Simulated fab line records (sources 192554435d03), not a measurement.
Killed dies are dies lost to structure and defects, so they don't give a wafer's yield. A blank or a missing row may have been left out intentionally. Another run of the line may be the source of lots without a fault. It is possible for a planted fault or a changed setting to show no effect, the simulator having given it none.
Matching of chambers || flow n5 finfet || rie si-01 running N5_PMOS_HMC_CHANNEL_EPI_ETCH_38: 4 sister chambers
The step etches SiO2 in CF4, target depth 1.5 nm. 20 wafers are shown with their chamber, then 10 later ones without.

WAFERS, EACH WITH ITS CHAMBER
{"wafer": "L074.2", "chamber": 1, "drypump motor current A (A)": 5.1, "throttle valve pct (%)": 21.60, "oes product au (a.u.)": 0.974}
{"wafer": "L074.3", "chamber": 3, "drypump motor current A (A)": 6.4, "throttle valve pct (%)": 21.87, "oes product au (a.u.)": 1.029}
{"wafer": "L074.5", "chamber": 1, "drypump motor current A (A)": 5.1, "throttle valve pct (%)": 21.62, "oes product au (a.u.)": 0.973}
{"wafer": "L075.1", "chamber": 3, "drypump motor current A (A)": 6.5, "throttle valve pct (%)": 21.88, "oes product au (a.u.)": 1.030}
{"wafer": "L075.3", "chamber": 0, "drypump motor current A (A)": 6.1, "throttle valve pct (%)": 21.40, "oes product au (a.u.)": 1.030}
{"wafer": "L075.5", "chamber": 1, "drypump motor current A (A)": 5.1, "throttle valve pct (%)": 21.61, "oes product au (a.u.)": 0.967}
{"wafer": "L077.1", "chamber": 0, "drypump motor current A (A)": 6.1, "throttle valve pct (%)": 21.39, "oes product au (a.u.)": 1.038}
{"wafer": "L077.3", "chamber": 1, "drypump motor current A (A)": 5.1, "throttle valve pct (%)": 21.62, "oes product au (a.u.)": 0.982}
{"wafer": "L077.6", "chamber": 2, "drypump motor current A (A)": 4.8, "throttle valve pct (%)": 21.79, "oes product au (a.u.)": 1.028}
{"wafer": "L079.1", "chamber": 1, "drypump motor current A (A)": 5.1, "throttle valve pct (%)": 21.60, "oes product au (a.u.)": 0.979}
{"wafer": "L079.3", "chamber": 2, "drypump motor current A (A)": 4.8, "throttle valve pct (%)": 21.80, "oes product au (a.u.)": 1.015}
{"wafer": "L079.6", "chamber": 0, "drypump motor current A (A)": 6.1, "throttle valve pct (%)": 21.40, "oes product au (a.u.)": 1.035}
{"wafer": "L082.1", "chamber": 2, "drypump motor current A (A)": 4.8, "throttle valve pct (%)": 21.81, "oes product au (a.u.)": 1.020}
{"wafer": "L082.2", "chamber": 3, "drypump motor current A (A)": 6.5, "throttle valve pct (%)": 21.56, "oes product au (a.u.)": 0.983}
{"wafer": "L082.3", "chamber": 1, "drypump motor current A (A)": 5.1, "throttle valve pct (%)": 21.62, "oes product au (a.u.)": 0.983}
{"wafer": "L084.2", "chamber": 0, "drypump motor current A (A)": 6.1, "throttle valve pct (%)": 21.39, "oes product au (a.u.)": 1.037}
{"wafer": "L084.3", "chamber": 3, "drypump motor current A (A)": 6.5, "throttle valve pct (%)": 21.57, "oes product au (a.u.)": 0.989}
{"wafer": "L084.5", "chamber": 3, "drypump motor current A (A)": 6.5, "throttle valve pct (%)": 21.56, "oes product au (a.u.)": 0.987}
{"wafer": "L089.4", "chamber": 2, "drypump motor current A (A)": 4.8, "throttle valve pct (%)": 21.62, "oes product au (a.u.)": 1.066}
{"wafer": "L089.5", "chamber": 2, "drypump motor current A (A)": 4.7, "throttle valve pct (%)": 21.63, "oes product au (a.u.)": 1.068}

SIGNATURES (means of the wafers above)
{"reading": "drypump motor current A", "chamber 0": 6.100, "chamber 1": 5.100, "chamber 2": 4.780, "chamber 3": 6.480, "scatter within a chamber": 0.0316}
{"reading": "throttle valve pct", "chamber 0": 21.3950, "chamber 1": 21.6117, "chamber 2": 21.7300, "chamber 3": 21.6880, "scatter within a chamber": 0.0982}
{"reading": "oes product au", "chamber 0": 1.03500, "chamber 1": 0.97633, "chamber 2": 1.03940, "chamber 3": 1.00360, "scatter within a chamber": 0.0179}
Rule: distance of a wafer from a chamber = root of the sum over the readings of ((wafer's reading minus chamber's mean) / reading's scatter) squared. The wafer belongs to the nearest chamber; if the next one is less than 2 further off, it can't be placed. The scatter: the root of (the sum of the squares of (reading less its chamber's mean) over the shown wafers, divided by (wafers less chambers)).

WAFERS MISSING THEIR CHAMBER
{"wafer": "L089.6", "drypump motor current A (A)": 5.1, "throttle valve pct (%)": 21.62, "oes product au (a.u.)": 0.987}
{"wafer": "L092.2", "drypump motor current A (A)": 6.5, "throttle valve pct (%)": 21.58, "oes product au (a.u.)": 0.993}
{"wafer": "L092.5", "drypump motor current A (A)": 4.8, "throttle valve pct (%)": 21.65, "oes product au (a.u.)": 1.055}
{"wafer": "L092.6", "drypump motor current A (A)": 5.1, "throttle valve pct (%)": 21.61, "oes product au (a.u.)": 0.976}
{"wafer": "L093.2", "drypump motor current A (A)": 4.7, "throttle valve pct (%)": 21.64, "oes product au (a.u.)": 1.061}
{"wafer": "L093.4", "drypump motor current A (A)": 6.1, "throttle valve pct (%)": 21.41, "oes product au (a.u.)": 1.034}
{"wafer": "L093.5", "drypump motor current A (A)": 6.1, "throttle valve pct (%)": 21.39, "oes product au (a.u.)": 1.022}
{"wafer": "L095.1", "drypump motor current A (A)": 6.1, "throttle valve pct (%)": 21.40, "oes product au (a.u.)": 1.024}
{"wafer": "L095.3", "drypump motor current A (A)": 4.7, "throttle valve pct (%)": 21.63, "oes product au (a.u.)": 1.060}
{"wafer": "L095.4", "drypump motor current A (A)": 6.4, "throttle valve pct (%)": 21.57, "oes product au (a.u.)": 0.997}

CHAMBER TAKEN BY EACH
{"wafer": "L089.6", "from the rows above": 1, "in truth": 1}
{"wafer": "L092.2", "from the rows above": 3, "in truth": 3}
{"wafer": "L092.5", "from the rows above": 2, "in truth": 2}
{"wafer": "L092.6", "from the rows above": 1, "in truth": 1}
{"wafer": "L093.2", "from the rows above": 2, "in truth": 2}
{"wafer": "L093.4", "from the rows above": 0, "in truth": 0}
{"wafer": "L093.5", "from the rows above": 0, "in truth": 0}
{"wafer": "L095.1", "from the rows above": 0, "in truth": 0}
{"wafer": "L095.3", "from the rows above": 2, "in truth": 2}
{"wafer": "L095.4", "from the rows above": 3, "in truth": 3}
Placed correctly: 10 of 10. Number that these rows cannot place: 0. Number placed wrongly: 0.
